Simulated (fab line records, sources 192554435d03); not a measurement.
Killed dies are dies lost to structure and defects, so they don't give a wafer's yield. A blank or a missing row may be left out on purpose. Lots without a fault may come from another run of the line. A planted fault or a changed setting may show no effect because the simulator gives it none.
Which tool did it? | flow n5_finfet | 11 lots, 33 wafers sampled, at 3 steps of a route of 1938

WHAT THE GAUGES READ, wafer by wafer
N5_BEOL_M11_OCD_MEAS_38.
lot  | measured     | on     | trench_depth_nm (nm)
L223 | day 11 00:49 | ocd-01 | 147.5 153.3 150.0
L225 | day 11 18:08 | ocd-02 | 145.6 146.1 148.6
L228 | day 12 01:56 | ocd-01 | 148.0 150.6 147.9
L226 | day 12 10:29 | ocd-01 | 147.0 151.0 144.5
L229 | day 13 08:10 | ocd-01 | 147.7 145.7 146.3
L233 | day 14 01:13 | ocd-02 | 148.3 149.6 149.2
L235 | day 14 06:26 | ocd-01 | 146.1 147.1 150.2
L240 | day 16 05:46 | ocd-02 | 150.4 151.5 147.8
L241 | day 16 13:18 | ocd-02 | 148.7 147.3 148.2
L244 | day 16 17:03 | ocd-02 | 150.3 152.1 150.1
L246 | day 17 20:54 | ocd-01 | 146.4 150.4 145.8

N5_BEOL_M12_OVL_MEAS_11.
lot  | measured     | on         | V11_OVL (nm)
L223 | day 11 04:02 | overlay-01 | -1 12 6
L225 | day 11 23:11 | overlay-01 | 0 5 11
L228 | day 12 05:06 | overlay-02 | 0 -3 -3
L226 | day 12 14:40 | overlay-02 | -5 1 2
L229 | day 13 11:22 | overlay-02 | 2 -2 1
L233 | day 14 05:16 | overlay-02 | -5 0 -1
L235 | day 14 10:19 | overlay-02 | 0 -7 0
L240 | day 16 10:16 | overlay-02 | -4 0 -4
L241 | day 16 17:49 | overlay-02 | 1 2 -3
L244 | day 16 21:08 | overlay-01 | -9 -2 1
L246 | day 18 02:09 | overlay-02 | -8 -3 -10

WHICH TOOL RAN EACH LOT (tool, then ch and the chambers of the sampled wafers, then the start)
lot  | N5_BEOL_M11_STRIP_36
L223 | rie_diel-06 ch 1,2,3, day 11 00:36
L225 | rie_diel-03 ch 0,1,2, day 11 17:54
L228 | rie_diel-01 ch 2,3, day 12 01:42
L226 | rie_diel-06 ch 0,3, day 12 10:15
L229 | rie_diel-06 ch 2,3, day 13 07:56
L233 | rie_diel-01 ch 0,3, day 14 01:00
L235 | rie_diel-03 ch 0,2,3, day 14 06:13
L240 | rie_diel-06 ch 0,1,2, day 16 05:33
L241 | rie_diel-06 ch 2,3, day 16 13:05
L244 | rie_diel-06 ch 0,1, day 16 16:50
L246 | rie_diel-03 ch 2,3, day 17 20:40
- N5_BEOL_M11_STRIP_36: strips in N2/H2.

WHAT THE TOOLS THEMSELVES READ (means of the sampled wafers that have a number; where no wafer has one, the mark that the record gives instead)
N5_BEOL_M11_STRIP_36.
lot  | tool        | bias_power_w (W) | drypump_motor_current_A (A) | oes_product_au (a.u.) | power_w (W) | rf_vpp_V (V) | showerhead_plenum_p_Torr (Torr) | throttle_valve_pct (%)
L223 | rie_diel-06 | 7.003            | 5.7                         | 0.79                  | 450.5       | 59.9         | 2.55                            | 23.74
L225 | rie_diel-03 | 6.993            | 5.4                         | 0.72                  | 449.7       | 57.7         | 2.45                            | 23.53
L228 | rie_diel-01 | 7.012            | 5.7                         | 0.73                  | 449.4       | 57.8         | 2.49                            | 23.81
L226 | rie_diel-06 | 7.000            | 5.2                         | 0.75                  | 449.0       | 60.1         | 2.46                            | 23.65
L229 | rie_diel-06 | 7.021            | 5.4                         | 0.72                  | 449.8       | 59.7         | 2.49                            | 23.81
L233 | rie_diel-01 | 6.999            | 5.5                         | 0.74                  | 450.7       | 60.7         | 2.48                            | 23.67
L235 | rie_diel-03 | 6.997            | 5.5                         | 0.78                  | 450.3       | 60.1         | 2.50                            | 23.72
L240 | rie_diel-06 | 6.999            | 5.8                         | 0.79                  | 449.8       | 58.5         | 2.59                            | 23.59
L241 | rie_diel-06 | 7.014            | 5.4                         | 0.88                  | 451.5       | 58.6         | 2.69                            | 23.62
L244 | rie_diel-06 | 7.003            | 5.7                         | 0.80                  | 450.8       | 59.3         | 2.55                            | 23.42
L246 | rie_diel-03 | 6.997            | 5.4                         | 0.74                  | 449.9       | 59.0         | 2.49                            | 24.06

THE ANSWER, worked out from the rows above alone
Rule: what is usual is taken from the lots themselves. Put in order of their means at a reading, lots are off if they are a third of the lots or fewer, leave a main group of 4 or more, and stand apart from it by a gap of 3 or more times the standard deviation of the main group's means; of several such gaps the widest counts. A main group whose means are all the same, to the digits that the tables above print for the reading, isn't used. A lot without any number at a reading at which 4 lots or more have one is off too. The other lots that the step has rows for count as sound. The gauges are gone through in route order, then the tools' own readings, and for those a lot's mean is taken as printed above. The first step at which some lot is off is used, and at that step the reading that is off furthest; a lot without a number counts as furthest.
No lot is off at any reading shown: from this, nothing can be told.

WHAT THE SIMULATOR HAD PUT IN
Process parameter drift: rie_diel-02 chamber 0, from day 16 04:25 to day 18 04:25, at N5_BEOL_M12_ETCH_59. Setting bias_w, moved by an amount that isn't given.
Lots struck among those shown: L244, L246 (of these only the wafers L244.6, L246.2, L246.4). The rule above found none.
